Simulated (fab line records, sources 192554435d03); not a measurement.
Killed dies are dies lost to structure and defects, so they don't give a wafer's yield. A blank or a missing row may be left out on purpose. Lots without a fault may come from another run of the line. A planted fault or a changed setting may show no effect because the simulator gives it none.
Chamber matching | flow n5_finfet | N5_BEOL_M10_DEP_56 on pecvd-04: 3 sister chambers
The step deposits SiCN from 3MS/NH3, target thk 15 nm, time 26.5 s. 3 wafers are shown with their chamber, then 10 later ones without.

WAFERS WITH THEIR CHAMBER
wafer  | chamber | throttle_valve_pct (%)
L091.5 | 0       | 8.5
L094.1 | 1       | 9.6
L094.5 | 2       | 8.1

WAFERS WITHOUT THEIR CHAMBER
wafer  | throttle_valve_pct (%)
L094.6 | 8.5
L092.1 | 8.5
L092.2 | 8.7
L092.6 | 9.7
L096.2 | 8.7
L096.3 | 8.2
L096.5 | 9.6
L097.1 | 9.4
L097.3 | 8.7
L097.5 | 8.2

WHICH CHAMBER EACH WENT THROUGH
wafer  | from the rows above     | in truth
L094.6 | 0                       | 0
L092.1 | 0                       | 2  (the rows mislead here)
L092.2 | 0                       | 0
L092.6 | 1                       | 1
L096.2 | 0                       | 0
L096.3 | can't be placed: 2 or 0 | 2
L096.5 | 1                       | 1
L097.1 | 1                       | 1
L097.3 | 0                       | 0
L097.5 | can't be placed: 2 or 0 | 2
Placed correctly: 7 of 10. Can't be placed from these rows: 2 (the true chamber is among the candidates in 2). Placed wrongly: 1.
How it was worked out, from the rows above alone: a wafer's distance from a chamber is the root of the sum, over the readings, of the square of ((its reading less the chamber's mean) divided by the reading's scatter). The wafer belongs to the nearest chamber; if the next one is less than 2 further off, it can't be placed. A chamber's mean is the mean of its shown wafers. The scatter: with one shown wafer a chamber, the root of the mean of the squares of how far each hidden wafer lies from its nearest shown one.
